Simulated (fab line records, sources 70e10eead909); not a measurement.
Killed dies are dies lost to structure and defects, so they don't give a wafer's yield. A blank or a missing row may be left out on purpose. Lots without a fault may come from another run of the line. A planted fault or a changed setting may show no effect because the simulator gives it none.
fab line records | flow nand_harc
record lots=24 wafers=72 last_day=33
route steps=1302 shown A_CONTACT@1056 A_M0@1161 A_M1@1185
lots that met no fault: from a run of the same line without faults
start_h: hours from the record's first day to the start of the lot's first wafer shown | wait_h: hours since the lot's step before | " the same as in the row above | L1.1+2: a row that stands for several wafers | - no value, or no start given | * or withheld: withheld | < > ~ a bound
route shown NAME@n: a module of which the file shows steps, and the number in the route of the first | usual: mean/standard deviation of fault-free wafers | same: alike in all rows | chamber/n: place in a boat | sites: the reading at each site | _std_site: their standard deviation | _edge_site: outer sites' mean less inner sites' | radius_mm: how far each site lies from the wafer's centre | mask NAME#n: copy n | behind: the tool/chamber that last shaped the wafer | hold: why the lot was held/for how many hours/how that ended | device: the transistor (n, p or np) that didn't switch | end of line: the same wafers' tests at the end of the route | a step without rows: its recipe alone | killed: dies lost to structure and defects at the first sort, not the wafer's yield | map: a wafer's dies, x killed, . not, _ none there
set.NAME: the setting as run; set.NAME@STEP: as run at that earlier step | model.NAME: the simulator's own value behind a step, which no gauge read
steps of the route over a sample of lots; a table a step, a row a wafer
services: from which hour (start_h, from the record's first day; less than 0 if before it) a tool's chamber was out of use, for how many hours, and why
## steps
# step NHARC_A_CONTACT_ETCH_133
# recipe source_w=withheld pressure_mtorr=20 bias_v=400 time_s=374 target_depth_a=16100 ar_flow_sccm=withheld c4f8_flow_sccm=11.5 o2_flow_sccm=7.2 chemistry=C4F8/O2/Ar
# columns lot.wafer tool chamber start_h wait_h rf_hours_counter_h
L074.3 har_cap_etch-02 0 516.64 0.2 -
L074.4 " 1 " " -
L074.5 " 1 " " -
L075.1 har_cap_etch-01 1 525.84 0.1 3
L075.4 " 0 " " -
L075.5 " 1 " " -
L076.1 har_cap_etch-03 1 536.62 0.1 50
L076.4 " 1 " " -
L076.3 " 0 " " -
L078.1 har_cap_etch-01 1 542.73 0.2 6
L078.4 " 1 " " -
L078.6 " 0 " " -
L077.2 har_cap_etch-03 0 542.81 0.2 52
L077.4 " 0 " " -
L077.6 " 0 " " -
L079.1 har_cap_etch-01 0 547.59 0.1 8
L079.2 " 1 " " 8
L079.6 " 0 " " -
L080.1 har_cap_etch-02 0 565.22 0.1 101
L080.2 " 1 " " 101
L080.3 " 0 " " -
L081.1 har_cap_etch-01 1 568.46 0.1 12
L081.3 " 1 " " -
L081.5 " 0 " " -
L082.1 har_cap_etch-03 1 587.13 0.2 59
L082.3 " 0 " " -
L082.4 " 1 " " -
L083.2 har_cap_etch-03 0 612.59 0.2 61
L083.4 " 1 " " -
L083.5 " 0 " " -
L084.1 har_cap_etch-02 0 614.50 0.1 108
L084.3 " 0 " " -
L084.4 " 1 " " -
L085.2 har_cap_etch-01 0 617.76 0.1 20
L085.3 " 0 " " -
L085.6 " 0 " " -
L086.1 har_cap_etch-02 1 641.88 0.2 113
L086.4 " 0 " " -
L086.6 " 0 " " -
L087.1 har_cap_etch-01 0 645.94 0.2 26
L087.4 " 1 " " -
L087.3 " 0 " " -
L088.3 har_cap_etch-03 0 649.34 0.2 -
L088.4 " 1 " " -
L088.6 " 0 " " -
L089.2 har_cap_etch-02 0 652.46 0.1 117
L089.1 " 1 " " 117
L089.6 " 0 " " -
L090.3 har_cap_etch-03 0 659.03 0.2 -
L090.4 " 1 " " -
L090.5 " 1 " " -
L091.1 har_cap_etch-01 0 673.71 0.1 33
L091.2 " 1 " " 33
L091.6 " 1 " " -
L092.2 har_cap_etch-02 0 675.91 0.1 122
L092.1 " 1 " " 122
L092.6 " 0 " " -
L093.1 har_cap_etch-03 1 688.80 0.1 77
L093.5 " 1 " " -
L093.6 " 0 " " -
L095.1 har_cap_etch-02 1 705.44 0.1 128
L095.3 " 1 " " -
L095.5 " 1 " " -
L096.1 har_cap_etch-01 1 705.93 0.1 38
L096.2 " 0 " " 38
L096.4 " 0 " " -
L094.1 har_cap_etch-03 0 720.43 0.1 82
L094.4 " 0 " " -
L094.6 " 1 " " -
L097.1 har_cap_etch-03 0 732.73 0.1 84
L097.4 " 0 " " -
L097.6 " 0 " " -
# step NHARC_A_CONTACT_ETCH_91
# recipe target_depth_a=400 over_etch_frac=0.5 time_s=85.7 ion_energy_ev=120 ch3f_flow_sccm=50 o2_flow_sccm=30 ar_flow_sccm=200 rf_w=500 bias_w=100 chemistry=CH3F/O2
# usual drypump_motor_current_A=5.6/0.41 o2_flow_sccm=30.00/0.092 oes_product_au=0.95/0.037 rf_vpp_V=244.0/1.7 showerhead_plenum_p_Torr=2.44/0.11 throttle_valve_pct=20.664/0.01
# columns lot.wafer tool chamber start_h wait_h drypump_motor_current_A o2_flow_sccm oes_product_au rf_hours_counter_h rf_vpp_V showerhead_plenum_p_Torr throttle_valve_pct
L074.4 rie_diel-12 2 517.30 0.5 5.7 30.06 0.95 7 243.4 2.30 20.660
L074.3 " 0 " " 4.9 29.85 0.92 10 243.5 2.36 20.678
L074.5 " 2 " " 5.7 29.99 0.94 - 242.4 2.30 20.671
L075.4 rie_diel-12 2 526.66 0.5 5.7 30.25 0.94 9 241.6 2.30 20.651
L075.1 " 3 " " 5.9 30.00 0.92 11 245.4 2.54 20.652
L075.5 " 1 " " 5.9 30.12 0.93 - 245.4 2.43 20.668
L076.3 rie_diel-12 2 537.41 0.5 5.7 30.06 0.93 12 242.6 2.30 20.654
L076.1 " 3 " " 5.9 30.18 0.91 14 247.1 2.54 20.674
L076.4 " 0 " " 4.9 29.81 0.90 - 242.5 2.36 20.657
L078.1 rie_diel-12 0 543.50 0.7 4.9 29.91 0.91 17 241.4 2.36 20.665
L078.4 " 2 " " 5.7 30.08 0.94 - 243.0 2.30 20.679
L078.6 " 0 " " 4.9 30.05 0.91 - 243.7 2.36 20.668
L077.2 rie_diel-12 2 543.59 0.7 5.7 30.02 0.94 14 242.4 2.30 20.669
L077.6 " 2 " " 5.7 29.93 0.93 - 241.7 2.30 20.652
L077.4 " 3 " " 5.9 29.85 0.91 - 245.6 2.54 20.659
L079.1 rie_diel-06 2 548.36 0.7 5.7 30.10 0.99 19 248.0 2.63 20.686
L079.2 " 0 " " 5.4 29.99 0.98 24 245.7 2.60 20.667
L079.6 " 3 " " 5.4 29.95 0.99 - 246.9 2.63 20.651
L080.1 rie_diel-06 1 566.00 0.7 4.9 29.92 1.02 26 243.7 2.37 20.674
L080.2 " 2 " " 5.7 29.89 0.98 25 247.3 2.62 20.680
L080.3 " 0 " " 5.5 30.01 0.98 31 246.7 2.60 20.675
L081.3 rie_diel-12 2 569.27 0.6 5.7 29.90 0.96 18 242.9 2.30 20.669
L081.1 " 0 " " 4.9 30.22 0.92 20 242.2 2.36 20.669
L081.5 " 1 " " 6.0 29.97 0.91 - 243.3 2.42 20.656
L082.4 rie_diel-12 0 587.86 0.5 4.9 29.90 0.97 22 244.2 2.36 20.668
L082.3 " 1 " " 6.0 30.06 0.98 19 243.6 2.42 20.661
L082.1 " 2 " " 5.7 30.08 1.00 20 242.3 2.30 20.645
L083.4 rie_diel-03 3 613.30 0.6 5.9 29.93 0.91 54 241.1 2.35 20.667
L083.2 " 2 " " 6.0 30.13 0.92 55 244.4 2.48 20.669
L083.5 " 0 " " 6.1 29.94 0.93 - 241.5 2.34 20.656
L084.3 rie_diel-06 0 615.30 0.6 5.5 30.03 0.91 46 247.0 2.59 20.666
L084.1 " 1 " " 4.9 29.83 0.95 44 243.5 2.37 20.678
L084.4 " 2 " " 5.7 29.96 0.92 45 246.3 2.62 20.673
L085.3 rie_diel-03 1 618.56 0.6 5.6 30.08 0.92 42 245.0 2.48 20.658
L085.2 " 2 " " 6.0 29.96 0.91 56 246.0 2.48 20.673
L085.6 " 2 " " 6.0 29.83 0.91 - 243.7 2.48 20.659
L086.4 rie_diel-12 1 642.62 0.6 5.9 30.04 0.92 2 243.6 2.42 20.667
L086.1 " 2 " " 5.7 30.03 0.96 2 241.1 2.30 20.687
L086.6 " 0 " " 4.9 30.11 0.93 - 243.6 2.36 20.678
L087.1 rie_diel-03 1 646.66 0.6 5.6 29.93 0.99 0 243.6 2.48 20.660
L087.4 " 2 " " 6.0 30.07 0.97 0 245.0 2.48 20.657
L087.3 " 3 " " 5.9 29.85 0.99 0 242.8 2.35 20.641
L088.4 rie_diel-06 0 649.99 0.5 5.4 30.02 0.91 58 245.0 2.59 20.645
L088.3 " 2 " " 5.7 30.05 0.92 59 244.9 2.61 20.658
L088.6 " 0 " " 5.4 30.04 0.91 - 246.9 2.59 20.647
L089.1 rie_diel-12 3 653.28 0.7 5.9 30.01 1.00 6 245.8 2.53 20.663
L089.2 " 0 " " 4.9 29.78 0.99 6 243.3 2.35 20.651
L089.6 " 2 " " 5.7 30.02 1.01 - 240.8 2.29 20.665
L090.3 rie_diel-12 2 659.71 0.6 5.7 30.19 0.95 7 242.7 2.29 20.652
L090.4 " 0 " " 4.9 29.99 0.93 7 242.1 2.35 20.659
L090.5 " 2 " " 5.7 30.08 0.96 - 242.2 2.29 20.662
L091.1 rie_diel-03 0 674.52 0.7 6.1 30.14 1.01 11 242.5 2.33 20.636
L091.2 " 2 " " 6.1 30.10 0.99 11 244.3 2.47 20.665
L091.6 " 3 " " 5.8 30.05 1.01 - 242.2 2.34 20.666
L092.2 rie_diel-03 2 676.70 0.7 6.0 29.90 0.99 11 244.1 2.47 20.668
L092.1 " 0 " " 6.1 29.81 1.02 12 241.6 2.33 20.663
L092.6 " 2 " " 6.0 29.89 1.00 - 244.7 2.47 20.663
L093.1 rie_diel-12 3 689.64 0.8 5.9 30.14 0.92 13 244.5 2.53 20.656
L093.5 " 0 " " 4.9 29.96 0.94 - 243.7 2.35 20.664
L093.6 " 1 " " 5.9 29.95 0.91 - 244.2 2.42 20.649
L095.3 rie_diel-06 1 706.23 0.6 4.9 29.90 1.00 15 243.0 2.35 20.647
L095.1 " 3 " " 5.4 30.13 1.02 14 247.0 2.60 20.648
L095.5 " 1 " " 4.9 30.02 1.01 - 242.6 2.35 20.667
L096.1 rie_diel-06 0 706.72 0.7 5.4 30.03 0.98 14 246.1 2.58 20.677
L096.2 " 2 " " 5.7 30.15 1.02 14 247.9 2.60 20.670
L096.4 " 3 " " 5.4 30.02 1.03 14 245.4 2.61 20.654
L094.4 rie_diel-12 3 721.23 0.6 5.9 29.98 0.91 19 245.8 2.53 20.670
L094.1 " 0 " " 4.9 30.07 0.95 17 242.9 2.35 20.657
L094.6 " 3 " " 5.9 29.95 0.92 - 245.2 2.53 20.660
L097.1 rie_diel-12 0 733.55 0.8 4.9 30.04 0.95 18 243.0 2.35 20.635
L097.4 " 1 " " 5.9 30.01 0.92 19 245.3 2.42 20.650
L097.6 " 3 " " 5.9 30.04 0.94 - 244.4 2.53 20.665
# step NHARC_A_CONTACT_ALD_18
# recipe target_thk_a=30 pulse_time_s=1 ald_cycles=150 temp_c=450 material=TiN
# usual heater_power_w=1086/140 precursor_pulse_height_rel=0.996/0.017
# columns lot.wafer tool chamber start_h wait_h heater_power_w precursor_pulse_height_rel
L074.4 ald_metal-02 0 525.78 - 954 0.989
L074.3 " 2 " " 1282 1.010
L074.5 " 3 " " 928 1.002
L075.1 ald_metal-01 0 536.59 - 1332 0.987
L075.4 " 1 " " 940 0.965
L075.5 " 3 " " 1097 1.000
L076.3 ald_metal-01 1 545.95 - 954 0.975
L076.4 " 2 " " 989 1.022
L076.1 " 3 " " 1059 0.973
L078.4 ald_metal-01 0 551.61 - 1390 1.026
L078.1 " 1 " " 938 1.011
L078.6 " 1 " " 968 0.996
L077.2 ald_metal-03 3 552.07 - 958 0.959
L077.4 " 0 " " 1118 0.985
L077.6 " 2 " " 1075 0.993
L079.1 ald_metal-03 1 557.84 - 1036 0.995
L079.2 " 3 " " 959 0.995
L079.6 " 2 " " 1071 1.007
L080.2 ald_metal-01 3 574.72 - 1097 0.952
L080.1 " 0 " " 1344 0.978
L080.3 " 2 " " 971 0.956
L081.3 ald_metal-02 2 577.62 - 1278 1.009
L081.1 " 0 " " 968 0.988
L081.5 " 3 " " 941 0.995
L082.3 ald_metal-03 3 598.81 - 997 0.998
L082.1 " 1 " " 1071 1.007
L082.4 " 2 " " 1067 0.984
L083.2 ald_metal-01 0 621.34 - 1339 0.993
L083.4 " 1 " " 959 1.021
L083.5 " 3 " " 1079 1.001
L084.1 ald_metal-01 1 626.93 - 944 1.033
L084.4 " 3 " " 1085 1.020
L084.3 " 0 " " 1347 1.001
L085.2 ald_metal-03 2 628.61 - 1059 0.996
L085.3 " 3 " " 985 0.987
L085.6 " 1 " " 1071 1.001
L086.4 ald_metal-01 0 651.08 - 1367 0.997
L086.1 " 1 " " 951 1.005
L086.6 " 3 " " 1110 0.993
L087.1 ald_metal-02 3 654.75 - 952 1.007
L087.4 " 0 " " 980 0.989
L087.3 " 1 " " 1078 0.991
L088.3 ald_metal-01 2 660.38 - 986 0.997
L088.4 " 3 " " 1073 1.006
L088.6 " 1 " " 947 1.020
L089.2 ald_metal-02 2 666.55 - 1326 1.035
L089.1 " 1 " " 1082 1.007
L089.6 " 2 " " 1334 1.012
L090.4 ald_metal-01 3 668.13 - 1084 1.005
L090.3 " 0 " " 1370 0.997
L090.5 " 3 " " 1072 0.980
L091.1 ald_metal-01 0 684.62 - 1331 0.994
L091.2 " 2 " " 977 1.004
L091.6 " 0 " " 1358 1.050
L092.1 ald_metal-02 3 685.91 - 942 0.986
L092.2 " 0 " " 1004 0.976
L092.6 " 0 " " 1023 0.999
L093.1 ald_metal-01 2 700.63 - 979 0.994
L093.6 " 2 " " 992 0.974
L093.5 " 3 " " 1103 0.996
L095.3 ald_metal-01 3 715.12 - 1130 0.984
L095.1 " 2 " " 990 0.987
L095.5 " 0 " " 1327 1.025
L096.1 ald_metal-02 3 716.76 - 950 1.013
L096.2 " 0 " " 1006 0.983
L096.4 " 1 " " 1091 0.987
L094.1 ald_metal-01 2 729.18 - 976 0.996
L094.4 " 1 " " 982 0.956
L094.6 " 3 " " 1142 1.016
L097.4 ald_metal-01 2 741.67 - 968 1.007
L097.1 " 1 " " 961 0.976
L097.6 " 3 " " 1126 0.989
# step NHARC_A_M0_ANNEAL_30
# recipe temp_c=225 time_s=90
# usual wafer_temp_C_max=226.1/0.49
# columns lot.wafer tool chamber start_h wait_h wafer_temp_C_max
L074.3 rtp_anneal-01 0 533.61 - 226.3
L074.4 " 0 " " 226.3
L074.5 " 0 " " 226.5
L075.1 rtp_anneal-01 0 547.47 - 226.5
L075.4 " 0 " " 226.6
L075.5 " 0 " " 226.4
L076.1 rtp_anneal-01 0 553.90 - 226.3
L076.3 " 0 " " 226.3
L076.4 " 0 " " 226.7
L078.1 rtp_anneal-02 0 559.49 - 225.7
L078.4 " 0 " " 225.8
L078.6 " 0 " " 225.7
L077.2 rtp_anneal-01 0 560.31 0.3 226.3
L077.4 " 0 " " 226.2
L077.6 " 0 " " 226.1
L079.1 rtp_anneal-01 0 565.60 0.3 226.4
L079.2 " 0 " " 226.4
L079.6 " 0 " " 226.5
L080.1 rtp_anneal-01 0 582.49 - 226.1
L080.2 " 0 " " 226.3
L080.3 " 0 " " 226.0
L081.1 rtp_anneal-01 0 585.36 - 226.8
L081.3 " 0 " " 226.4
L081.5 " 0 " " 226.1
L082.1 rtp_anneal-02 0 606.69 0.3 225.6
L082.3 " 0 " " 225.4
L082.4 " 0 " " 225.5
L083.2 rtp_anneal-02 0 629.36 0.3 225.9
L083.4 " 0 " " 225.4
L083.5 " 0 " " 225.6
L084.1 rtp_anneal-02 0 634.91 0.3 225.7
L084.3 " 0 " " 225.7
L084.4 " 0 " " 225.8
L085.2 rtp_anneal-01 0 636.28 0.3 226.2
L085.3 " 0 " " 226.4
L085.6 " 0 " " 226.2
L086.1 rtp_anneal-02 0 659.31 - 225.4
L086.4 " 0 " " 225.4
L086.6 " 0 " " 225.7
L087.1 rtp_anneal-02 0 662.60 - 225.3
L087.3 " 0 " " 225.6
L087.4 " 0 " " 225.7
L088.3 rtp_anneal-02 0 668.20 - 226.0
L088.4 " 0 " " 226.0
L088.6 " 0 " " 225.7
L089.1 rtp_anneal-02 0 674.37 0.3 225.7
L089.2 " 0 " " 225.5
L089.6 " 0 " " 225.6
L090.3 rtp_anneal-01 0 676.14 0.3 226.4
L090.4 " 0 " " 226.6
L090.5 " 0 " " 226.5
L091.1 rtp_anneal-01 0 692.75 0.4 226.3
L091.2 " 0 " " 226.9
L091.6 " 0 " " 226.4
L092.1 rtp_anneal-02 0 694.27 - 225.6
L092.2 " 0 " " 225.9
L092.6 " 0 " " 225.9
L093.1 rtp_anneal-01 0 708.26 0.3 227.0
L093.5 " 0 " " 226.0
L093.6 " 0 " " 226.4
L095.1 rtp_anneal-02 0 723.20 - 225.7
L095.3 " 0 " " 225.8
L095.5 " 0 " " 225.8
L096.1 rtp_anneal-02 0 724.72 0.3 225.4
L096.2 " 0 " " 225.3
L096.4 " 0 " " 225.5
L094.1 rtp_anneal-01 0 737.21 0.3 226.2
L094.4 " 0 " " 226.6
L094.6 " 0 " " 226.1
L097.1 rtp_anneal-01 0 749.70 0.7 226.5
L097.4 " 0 " " 226.3
L097.6 " 0 " " 227.3
# step NHARC_A_M0_THK_MEAS_24
# recipe thk_meas_gauge=xrf
# usual thk_nm=113.9/1.6
# columns lot.wafer tool chamber start_h wait_h thk_nm
L074.3 film_metro-02 - 534.17 - 113.8
L074.4 " - " " 111.8
L074.5 " - " " 109.9
L075.1 film_metro-01 - 548.13 - 114.5
L075.4 " - " " 113.2
L075.5 " - " " 114.2
L076.1 film_metro-01 - 554.56 - 113.3
L076.3 " - " " 116.5
L076.4 " - " " 111.6
L078.1 film_metro-02 - 560.15 - 116.1
L078.4 " - " " 113.7
L078.6 " - " " 114.3
L077.2 film_metro-02 - 560.93 - 115.7
L077.4 " - " " 111.8
L077.6 " - " " 108.6
L079.1 film_metro-01 - 566.27 - 111.7
L079.2 " - " " 113.1
L079.6 " - " " 110.6
L080.1 film_metro-02 - 583.15 - 114.0
L080.2 " - " " 114.3
L080.3 " - " " 113.7
L081.1 film_metro-02 - 586.02 - 115.7
L081.3 " - " " 117.0
L081.5 " - " " 114.8
L082.1 film_metro-01 - 607.35 - 114.7
L082.3 " - " " 113.3
L082.4 " - " " 112.6
L083.2 film_metro-02 - 629.97 - 113.7
L083.4 " - " " 114.9
L083.5 " - " " 115.7
L084.1 film_metro-01 - 635.57 - 114.4
L084.3 " - " " 114.6
L084.4 " - " " 114.9
L085.2 film_metro-02 - 636.89 - 114.4
L085.3 " - " " 112.8
L085.6 " - " " 117.5
L086.1 film_metro-02 - 659.97 - 113.8
L086.4 " - " " 113.3
L086.6 " - " " 113.1
L087.1 film_metro-01 - 663.25 - 113.9
L087.3 " - " " 116.4
L087.4 " - " " 114.2
L088.3 film_metro-02 - 668.76 - 110.5
L088.4 " - " " 111.4
L088.6 " - " " 113.1
L089.1 film_metro-01 - 675.03 - 112.1
L089.2 " - " " 113.3
L089.6 " - " " 113.1
L090.3 film_metro-02 - 676.70 - 114.6
L090.4 " - " " 112.6
L090.5 " - " " 110.6
L091.1 film_metro-01 - 693.41 - 116.6
L091.2 " - " " 115.4
L091.6 " - " " 113.2
L092.1 film_metro-01 - 694.93 - 114.2
L092.2 " - " " 115.3
L092.6 " - " " 115.4
L093.1 film_metro-02 - 708.92 - 114.7
L093.5 " - " " 112.8
L093.6 " - " " 115.9
L095.1 film_metro-02 - 723.86 - 115.4
L095.3 " - " " 116.5
L095.5 " - " " 116.7
L096.1 film_metro-02 - 725.38 - 115.2
L096.2 " - " " 112.1
L096.4 " - " " 114.3
L094.1 film_metro-02 - 737.87 - 111.1
L094.4 " - " " 113.9
L094.6 " - " " 114.2
L097.1 film_metro-02 - 750.36 - 114.1
L097.4 " - " " 113.6
L097.6 " - " " 112.7
# step NHARC_A_M1_CD_MEAS_16
# usual cd_nm=120.2/0.97
# columns lot.wafer tool chamber start_h wait_h cd_nm
L074.3 cd_sem-02 - 536.21 - 120.8
L074.4 " - " " 119.7
L074.5 " - " " 119.8
L075.1 cd_sem-02 - 550.04 - 119.8
L075.4 " - " " 121.6
L075.5 " - " " 120.0
L076.1 cd_sem-02 - 556.60 - 121.0
L076.3 " - " " 119.7
L076.4 " - " " 120.0
L078.1 cd_sem-01 - 562.18 - 121.9
L078.4 " - " " 121.2
L078.6 " - " " 120.7
L077.2 cd_sem-03 - 562.86 - 119.7
L077.4 " - " " 119.2
L077.6 " - " " 119.4
L079.1 cd_sem-02 - 568.31 - 120.6
L079.2 " - " " 120.5
L079.6 " - " " 121.3
L080.1 cd_sem-03 - 585.06 - 120.0
L080.2 " - " " 120.7
L080.3 " - " " 119.6
L081.1 cd_sem-02 - 588.06 - 121.3
L081.3 " - " " 119.7
L081.5 " - " " 119.4
L082.1 cd_sem-01 - 609.36 - 119.3
L082.3 " - " " 121.1
L082.4 " - " " 119.6
L083.2 cd_sem-02 - 631.97 - 119.4
L083.4 " - " " 121.3
L083.5 " - " " 120.7
L084.1 cd_sem-03 - 637.68 - 120.1
L084.3 " - " " 120.6
L084.4 " - " " 118.7
L085.2 cd_sem-01 - 640.05 - 120.7
L085.3 " - " " 120.0
L085.6 " - " " 119.3
L086.1 cd_sem-03 - 662.00 - 119.2
L086.4 " - " " 120.3
L086.6 " - " " 120.4
L087.1 cd_sem-01 - 665.17 - 120.3
L087.3 " - " " 120.4
L087.4 " - " " 121.5
L088.3 cd_sem-03 - 670.82 - 122.0
L088.4 " - " " 120.4
L088.6 " - " " 119.2
L089.1 cd_sem-01 - 677.05 - 118.7
L089.2 " - " " 121.0
L089.6 " - " " 120.5
L090.3 cd_sem-02 - 679.15 - 119.5
L090.4 " - " " 121.8
L090.5 " - " " 117.6
L091.1 cd_sem-03 - 695.56 - 120.8
L091.2 " - " " 119.2
L091.6 " - " " 119.3
L092.1 cd_sem-02 - 696.96 - 119.4
L092.2 " - " " 121.2
L092.6 " - " " 120.6
L093.1 cd_sem-01 - 710.97 - 119.5
L093.5 " - " " 122.4
L093.6 " - " " 119.3
L095.1 cd_sem-03 - 725.92 - 119.8
L095.3 " - " " 119.9
L095.5 " - " " 120.5
L096.1 cd_sem-01 - 727.57 - 119.2
L096.2 " - " " 121.2
L096.4 " - " " 119.0
L094.1 cd_sem-03 - 739.97 - 121.2
L094.4 " - " " 121.0
L094.6 " - " " 122.0
L097.1 cd_sem-02 - 752.50 - 119.0
L097.4 " - " " 117.9
L097.6 " - " " 119.0
## services
# columns tool chamber start_h hours kind
rie_diel-12 2 495.22 12.4 repair
har_cap_etch-01 - 498.56 17.0 pm
har_cap_etch-03 - 507.31 3.3 repair
rie_diel-06 3 508.98 12.6 repair
ald_metal-01 - 511.56 0.4 repair
ald_metal-01 - 526.00 10.0 pm
rie_diel-12 1 533.72 14.0 repair
har_cap_etch-01 - 559.47 4.6 repair
ald_metal-02 3 567.19 6.2 repair
ald_metal-02 1 581.71 1.7 repair
rie_diel-03 0 595.85 5.6 repair
rie_diel-06 - 597.52 0.5 repair
har_cap_etch-03 - 600.92 7.8 repair
ald_metal-02 - 602.53 1.4 repair
ald_metal-02 - 611.30 10.0 pm
rie_diel-12 - 622.40 9.0 pm
har_cap_etch-01 - 623.00 1.3 repair
har_cap_etch-03 - 623.94 0.4 repair
rie_diel-06 - 661.44 9.0 pm
har_cap_etch-01 - 689.92 0.4 repair
ald_metal-01 - 704.00 10.0 pm
rie_diel-06 0 731.21 4.4 repair
rie_diel-12 - 741.86 2.0 repair
rtp_anneal-02 - 744.00 12.0 pm
## key
fault none
